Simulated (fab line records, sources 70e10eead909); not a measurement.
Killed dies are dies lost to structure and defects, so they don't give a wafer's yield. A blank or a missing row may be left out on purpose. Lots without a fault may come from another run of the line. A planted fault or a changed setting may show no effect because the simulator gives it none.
Which tool did it? | flow nand_harc | 24 lots, 72 wafers sampled, at 6 steps of a route of 1159

WHAT THE GAUGES READ, wafer by wafer
The record holds no reading of a measuring or inspecting step that can be judged against a usual standard deviation.

WHICH TOOL RAN EACH LOT (tool, then ch and the chambers of the sampled wafers, then the start)
lot  | NHARC_A_WL_FILL_STRIP_27             | NHARC_A_CONTACT_ETCH_123             | NHARC_A_CONTACT_DEP_58          | NHARC_A_CONTACT_ETCH_125             | NHARC_A_CONTACT_ETCH_129             | NHARC_A_CONTACT_ALD_18
L074 | plasma_asher-01 ch 0,1, day 15 01:43 | har_cap_etch-02 ch 0,1, day 16 09:41 | pecvd-04 ch 0,1,2, day 16 13:26 | har_cap_etch-02 ch 0,1, day 16 15:52 | har_cap_etch-02 ch 0,1, day 16 16:37 | ald_metal-03 ch 1,2,3, day 17 01:04
L077 | plasma_asher-01 ch 1, day 15 05:37   | har_cap_etch-03 ch 1, day 16 13:11   | pecvd-02 ch 0,1,2, day 16 16:40 | har_cap_etch-01 ch 0,1, day 16 19:04 | har_cap_etch-01 ch 0,1, day 16 19:38 | ald_metal-03 ch 0,2,3, day 17 03:38
L075 | plasma_asher-01 ch 0, day 15 08:54   | har_cap_etch-03 ch 0,1, day 16 17:52 | pecvd-02 ch 0,1,2, day 16 21:43 | har_cap_etch-03 ch 0,1, day 17 00:10 | har_cap_etch-03 ch 0,1, day 17 00:56 | ald_metal-03 ch 1,2, day 17 12:23
L076 | plasma_asher-01 ch 0,1, day 15 11:21 | har_cap_etch-02 ch 0,1, day 16 20:59 | pecvd-03 ch 0,1,2, day 17 00:44 | har_cap_etch-01 ch 0,1, day 17 02:56 | har_cap_etch-01 ch 0,1, day 17 03:31 | ald_metal-02 ch 1,2,3, day 17 13:33
L078 | plasma_asher-01 ch 0,1, day 16 07:16 | har_cap_etch-03 ch 0,1, day 17 13:10 | pecvd-03 ch 0,1,2, day 17 17:06 | har_cap_etch-02 ch 1, day 17 19:25   | har_cap_etch-02 ch 1, day 17 19:59   | ald_metal-03 ch 0,1,2, day 18 05:43
L080 | plasma_asher-01 ch 0,1, day 16 07:23 | har_cap_etch-02 ch 0,1, day 17 16:44 | pecvd-02 ch 0,2, day 17 20:27   | har_cap_etch-02 ch 0,1, day 18 00:17 | har_cap_etch-02 ch 0,1, day 18 00:51 | ald_metal-04 ch 0,1,3, day 18 09:26
L079 | plasma_asher-02 ch 0,1, day 16 09:28 | har_cap_etch-03 ch 0,1, day 17 18:55 | pecvd-03 ch 0,1, day 17 22:25   | har_cap_etch-03 ch 0,1, day 18 00:55 | har_cap_etch-03 ch 0,1, day 18 01:29 | ald_metal-02 ch 0,1,3, day 18 10:52
L081 | plasma_asher-02 ch 0,1, day 16 14:01 | har_cap_etch-01 ch 0,1, day 18 01:07 | pecvd-04 ch 0,1,2, day 18 05:23 | har_cap_etch-03 ch 0,1, day 18 07:41 | har_cap_etch-03 ch 0,1, day 18 08:15 | ald_metal-04 ch 0,2,3, day 18 17:00
L082 | plasma_asher-02 ch 0,1, day 17 12:41 | har_cap_etch-03 ch 1, day 18 17:17   | pecvd-02 ch 0,1, day 18 20:53   | har_cap_etch-02 ch 0, day 18 23:11   | har_cap_etch-02 ch 0, day 18 23:44   | ald_metal-02 ch 2,3, day 19 09:10
L083 | plasma_asher-02 ch 0,1, day 17 13:53 | har_cap_etch-01 ch 0,1, day 18 20:40 | pecvd-04 ch 0,1, day 19 00:31   | har_cap_etch-02 ch 0,1, day 19 02:58 | har_cap_etch-02 ch 0,1, day 19 03:31 | ald_metal-04 ch 0,3, day 19 11:33
L087 | plasma_asher-01 ch 0,1, day 17 21:26 | har_cap_etch-03 ch 0,1, day 19 01:26 | pecvd-03 ch 1,2, day 19 05:02   | har_cap_etch-01 ch 0,1, day 19 07:19 | har_cap_etch-01 ch 0,1, day 19 07:53 | ald_metal-02 ch 0,1,3, day 19 16:00
L084 | plasma_asher-02 ch 0,1, day 18 00:19 | har_cap_etch-01 ch 0,1, day 19 02:09 | pecvd-03 ch 0,1,2, day 19 06:47 | har_cap_etch-02 ch 0,1, day 19 11:11 | har_cap_etch-02 ch 0,1, day 19 11:44 | ald_metal-04 ch 1,2,3, day 19 19:53
L086 | plasma_asher-02 ch 0,1, day 18 01:50 | har_cap_etch-02 ch 0,1, day 19 09:07 | pecvd-04 ch 0,1,2, day 19 12:38 | har_cap_etch-01 ch 0,1, day 19 16:10 | har_cap_etch-01 ch 0,1, day 19 16:44 | ald_metal-04 ch 1,2,3, day 20 00:26
L085 | plasma_asher-01 ch 0,1, day 18 05:18 | har_cap_etch-01 ch 0,1, day 19 11:10 | pecvd-03 ch 0,1, day 19 14:41   | har_cap_etch-02 ch 0,1, day 19 16:59 | har_cap_etch-02 ch 0,1, day 19 17:33 | ald_metal-03 ch 0,2,3, day 20 01:13
L088 | plasma_asher-01 ch 0,1, day 19 05:04 | har_cap_etch-02 ch 0,1, day 20 08:40 | pecvd-02 ch 0,1, day 20 12:42   | har_cap_etch-01 ch 0,1, day 20 15:19 | har_cap_etch-01 ch 0,1, day 20 15:53 | ald_metal-03 ch 0,1,2, day 21 01:01
L089 | plasma_asher-02 ch 1, day 19 05:13   | har_cap_etch-01 ch 0,1, day 20 09:11 | pecvd-02 ch 0,1, day 20 13:05   | har_cap_etch-03 ch 0,1, day 20 15:44 | har_cap_etch-03 ch 0,1, day 20 16:30 | ald_metal-04 ch 1,2,3, day 21 02:57
L093 | plasma_asher-01 ch 0,1, day 19 08:31 | har_cap_etch-02 ch 0,1, day 20 15:47 | pecvd-02 ch 0,1,2, day 20 19:17 | har_cap_etch-03 ch 0,1, day 20 21:35 | har_cap_etch-03 ch 0,1, day 20 22:21 | ald_metal-02 ch 0,1,2, day 21 12:39
L092 | plasma_asher-01 ch 0,1, day 19 08:53 | har_cap_etch-03 ch 0,1, day 20 13:22 | pecvd-03 ch 0,1,2, day 20 17:25 | har_cap_etch-01 ch 0,1, day 20 20:18 | har_cap_etch-01 ch 0,1, day 20 20:52 | ald_metal-03 ch 0,1,2, day 21 05:28
L090 | plasma_asher-02 ch 0, day 19 11:28   | har_cap_etch-02 ch 0,1, day 20 20:17 | pecvd-02 ch 0,1,2, day 21 00:06 | har_cap_etch-03 ch 0,1, day 21 02:19 | har_cap_etch-03 ch 0,1, day 21 03:01 | ald_metal-04 ch 0,1,2, day 21 14:17
L091 | plasma_asher-02 ch 0,1, day 19 11:53 | har_cap_etch-01 ch 0,1, day 21 01:14 | pecvd-02 ch 0,2, day 21 08:49   | har_cap_etch-03 ch 0,1, day 21 11:05 | har_cap_etch-03 ch 0,1, day 21 11:40 | ald_metal-03 ch 0,2,3, day 21 19:28
L094 | plasma_asher-02 ch 0,1, day 20 04:37 | har_cap_etch-01 ch 0,1, day 21 15:50 | pecvd-04 ch 0,1, day 21 19:34   | har_cap_etch-02 ch 0,1, day 21 21:49 | har_cap_etch-02 ch 0,1, day 21 22:23 | ald_metal-03 ch 0,1,3, day 22 06:56
L096 | plasma_asher-01 ch 0,1, day 20 16:57 | har_cap_etch-01 ch 0,1, day 22 00:26 | pecvd-02 ch 0,1, day 22 04:58   | har_cap_etch-02 ch 0,1, day 22 07:22 | har_cap_etch-02 ch 0,1, day 22 07:55 | ald_metal-04 ch 0,2,3, day 22 18:44
L095 | plasma_asher-02 ch 0,1, day 20 19:44 | har_cap_etch-03 ch 0,1, day 22 01:02 | pecvd-02 ch 0,1,2, day 22 05:44 | har_cap_etch-01 ch 0,1, day 22 08:30 | har_cap_etch-01 ch 0,1, day 22 09:04 | ald_metal-03 ch 0,3, day 22 18:34
L097 | plasma_asher-02 ch 0,1, day 21 00:07 | har_cap_etch-01 ch 0,1, day 22 06:22 | pecvd-03 ch 0,1,2, day 22 09:59 | har_cap_etch-03 ch 0,1, day 22 12:21 | har_cap_etch-03 ch 0,1, day 22 12:55 | ald_metal-03 ch 1,2,3, day 22 21:37
- NHARC_A_WL_FILL_STRIP_27: strips in N2/H2, time 20 s.
- NHARC_A_CONTACT_ETCH_123: etches the open film in C4F8/O2/Ar, time 253 s, target depth 1090 nm.
- NHARC_A_CONTACT_DEP_58: deposits SiON, target thk 60 nm.
- NHARC_A_CONTACT_ETCH_125: etches the open film in C4F8/O2/Ar, time 155 s, target depth 956 nm.
- NHARC_A_CONTACT_ETCH_129: etches the open film in C4F8/O2/Ar, time 155 s, target depth 956 nm.
- NHARC_A_CONTACT_ALD_18: deposits TiN, target thk 3 nm, pulse time 1 s, ald cycles 150.

WHAT THE TOOLS THEMSELVES READ (means of the sampled wafers that have a number; where no wafer has one, the mark that the record gives instead)
NHARC_A_WL_FILL_STRIP_27.
lot  | tool            | drypump_motor_current_A (A) | heater_power_w (W)
L074 | plasma_asher-01 | 5.75                        | 337
L077 | plasma_asher-01 | 6.18                        | 267
L075 | plasma_asher-01 | 5.54                        | 372
L076 | plasma_asher-01 | 5.73                        | 340
L078 | plasma_asher-01 | 5.74                        | 336
L080 | plasma_asher-01 | 5.97                        | 305
L079 | plasma_asher-02 | 5.83                        | 331
L081 | plasma_asher-02 | 5.83                        | 330
L082 | plasma_asher-02 | 5.84                        | 332
L083 | plasma_asher-02 | 5.83                        | 329
L087 | plasma_asher-01 | 5.96                        | 303
L084 | plasma_asher-02 | 5.73                        | 326
L086 | plasma_asher-02 | 5.70                        | 333
L085 | plasma_asher-01 | 5.74                        | 344
L088 | plasma_asher-01 | 5.72                        | 336
L089 | plasma_asher-02 | 5.58                        | 321
L093 | plasma_asher-01 | 5.74                        | 338
L092 | plasma_asher-01 | 5.96                        | 308
L090 | plasma_asher-02 | 5.96                        | 340
L091 | plasma_asher-02 | 5.84                        | 329
L094 | plasma_asher-02 | 5.82                        | 334
L096 | plasma_asher-01 | 5.74                        | 342
L095 | plasma_asher-02 | 5.68                        | 324
L097 | plasma_asher-02 | 5.85                        | 334

NHARC_A_CONTACT_DEP_58.
lot  | tool     | heater_power_w (W)
L074 | pecvd-04 | 752
L077 | pecvd-02 | 734
L075 | pecvd-02 | 733
L076 | pecvd-03 | 784
L078 | pecvd-03 | 770
L080 | pecvd-02 | 743
L079 | pecvd-03 | 794
L081 | pecvd-04 | 717
L082 | pecvd-02 | 676
L083 | pecvd-04 | 613
L087 | pecvd-03 | 749
L084 | pecvd-03 | 746
L086 | pecvd-04 | 700
L085 | pecvd-03 | 819
L088 | pecvd-02 | 662
L089 | pecvd-02 | 713
L093 | pecvd-02 | 705
L092 | pecvd-03 | 750
L090 | pecvd-02 | 746
L091 | pecvd-02 | 736
L094 | pecvd-04 | 682
L096 | pecvd-02 | 666
L095 | pecvd-02 | 720
L097 | pecvd-03 | 749

NHARC_A_CONTACT_ALD_18.
lot  | tool         | heater_power_w (W) | precursor_pulse_height_rel
L074 | ald_metal-03 | 971                | 0.984
L077 | ald_metal-03 | 990                | 0.983
L075 | ald_metal-03 | 989                | 1.016
L076 | ald_metal-02 | 1158               | 0.996
L078 | ald_metal-03 | 1043               | 1.004
L080 | ald_metal-04 | 1107               | 1.007
L079 | ald_metal-02 | 1144               | 1.002
L081 | ald_metal-04 | 1175               | 0.997
L082 | ald_metal-02 | 1091               | 0.966
L083 | ald_metal-04 | 1242               | 1.001
L087 | ald_metal-02 | 1146               | 1.010
L084 | ald_metal-04 | 1064               | 1.004
L086 | ald_metal-04 | 1086               | 0.994
L085 | ald_metal-03 | 987                | 0.979
L088 | ald_metal-03 | 1043               | 1.011
L089 | ald_metal-04 | 1074               | 1.006
L093 | ald_metal-02 | 1163               | 1.005
L092 | ald_metal-03 | 1063               | 0.987
L090 | ald_metal-04 | 1029               | 0.985
L091 | ald_metal-03 | 992                | 1.006
L094 | ald_metal-03 | 1003               | 1.014
L096 | ald_metal-04 | 1170               | 0.997
L095 | ald_metal-03 | 953                | 1.017
L097 | ald_metal-03 | 954                | 0.988

THE ANSWER, worked out from the rows above alone
Rule: what is usual is taken from the lots themselves. Put in order of their means at a reading, lots are off if they are a third of the lots or fewer, leave a main group of 4 or more, and stand apart from it by a gap of 3 or more times the standard deviation of the main group's means; of several such gaps the widest counts. A main group whose means are all the same, to the digits that the tables above print for the reading, isn't used. A lot without any number at a reading at which 4 lots or more have one is off too. The other lots that the step has rows for count as sound. The gauges are gone through in route order, then the tools' own readings, and for those a lot's mean is taken as printed above. The first step at which some lot is off is used, and at that step the reading that is off furthest; a lot without a number counts as furthest.
No lot is off at any reading shown: from this, nothing can be told.

WHAT THE SIMULATOR HAD PUT IN
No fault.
